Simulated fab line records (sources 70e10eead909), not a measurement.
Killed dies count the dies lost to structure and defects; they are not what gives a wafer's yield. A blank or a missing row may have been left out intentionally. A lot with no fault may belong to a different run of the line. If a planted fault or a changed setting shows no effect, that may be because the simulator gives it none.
A lot that was struck, set against a sound lot    flow nand_harc    13 steps out of a route of 1302
Sound: wafers L814.1, L814.2, L814.5. Wafers struck: L798.2, L798.5, L798.6. The cause is named last.
Order at every step that has rows: each side's tool, ch and its chambers, its first start. Under that, the readings that differ: sound wafers    struck wafers    difference of the means    sigmas: that difference in standard deviations of wafers without a fault.
alike: readings whose means differ by less than 2 such deviations, and words and numbers that are the same on both sides. not compared: withheld readings, readings that some wafer has no value for, bounds like >300 that may hide the same value, and numbers for which the record gives no deviation and whose values overlap.
The two part at a step that has a row with sigmas, a row that says differs or no value, or rows on one side only. Numbers that have no deviation but don't overlap get no sigmas and don't part them. Lack of a reading on every wafer of one side parts them only where that side has two or more wafers.

first, 1 step without rows for these wafers: NHARC_A_ONON_D2_DEP_19 (target thk 1000 nm).
NHARC_A_ONON_D2_THK_MEAS_21: measures by ellipsometry.
  sound on film_metro-01 at day 20 15:12; struck on film_metro-02 at day 13 21:20
  alike: thk_nm
following that, 1 step holds no rows for these wafers, namely NHARC_A_ONON_D2_DEP_22 (target thickness 1000 nm).
NHARC_A_ONON_D2_THK_MEAS_24: measures by ellipsometry.
  sound on film_metro-02 at day 20 15:46; struck on film_metro-02 at day 13 21:54
  alike: thk_nm
following that, 1 step holds no rows for these wafers, namely NHARC_A_ONON_D2_DEP_25 (target thickness 1000 nm).
NHARC_A_ONON_D2_THK_MEAS_27: measures by ellipsometry.
  sound on film_metro-02 at day 20 16:20; struck on film_metro-01 at day 13 22:28
  alike: thk_nm
following that, 1 step holds no rows for these wafers, namely NHARC_A_ONON_D2_DEP_28 (target thickness 1000 nm).
NHARC_A_ONON_D2_THK_MEAS_30: measures by ellipsometry.
  sound on film_metro-01 at day 20 16:53; struck on film_metro-02 at day 13 23:02
reading      sound        struck          difference  sigmas
thk_nm (nm)  992 991 990  1007 1007 1009  +17         +2
NHARC_A_ONON_D2_DEP_33: deposits SiO2, target thk 200 nm.
  sound on pecvd-01 ch 0,1,2, day 20 17:00; struck on pecvd-01 ch 1,2, day 13 23:11
  alike: chamber_pressure_Torr, heater_power_w, throttle_valve_pct
NHARC_A_ONON_D2_THK_MEAS_34: measures by ellipsometry.
  sound on film_metro-01 at day 20 17:22; struck on film_metro-02 at day 13 23:31
  alike: thk_nm
NHARC_A_ONON_D2_INSPECT_32:
  sound on defect_inspect-01 at day 20 17:26; struck on defect_inspect-02 at day 13 23:34
  alike: raw_defect_count
NHARC_A_CHANNEL_HOLE_D2_DEP_00: deposits aC, target thk 3100 nm.
  sound on acl_dep-03 ch 0, day 20 17:30; struck on acl_dep-02 ch 0, day 14 06:38
  alike: throttle_valve_pct
NHARC_A_CHANNEL_HOLE_D2_DEP_01: deposits SiON, target thk 140 nm.
  sound on pecvd-03 ch 1,2, day 20 19:26; struck on pecvd-02 ch 0,2, day 14 08:27
reading             sound          struck       difference  sigmas
heater_power_w (W)  915 1021 1038  709 764 706  -265        -2
  alike: chamber_pressure_Torr

WHERE THEY PART
Earliest at NHARC_A_ONON_D2_THK_MEAS_30; latest, in this record, at NHARC_A_CHANNEL_HOLE_D2_DEP_01.

WHY: what the simulator had put in
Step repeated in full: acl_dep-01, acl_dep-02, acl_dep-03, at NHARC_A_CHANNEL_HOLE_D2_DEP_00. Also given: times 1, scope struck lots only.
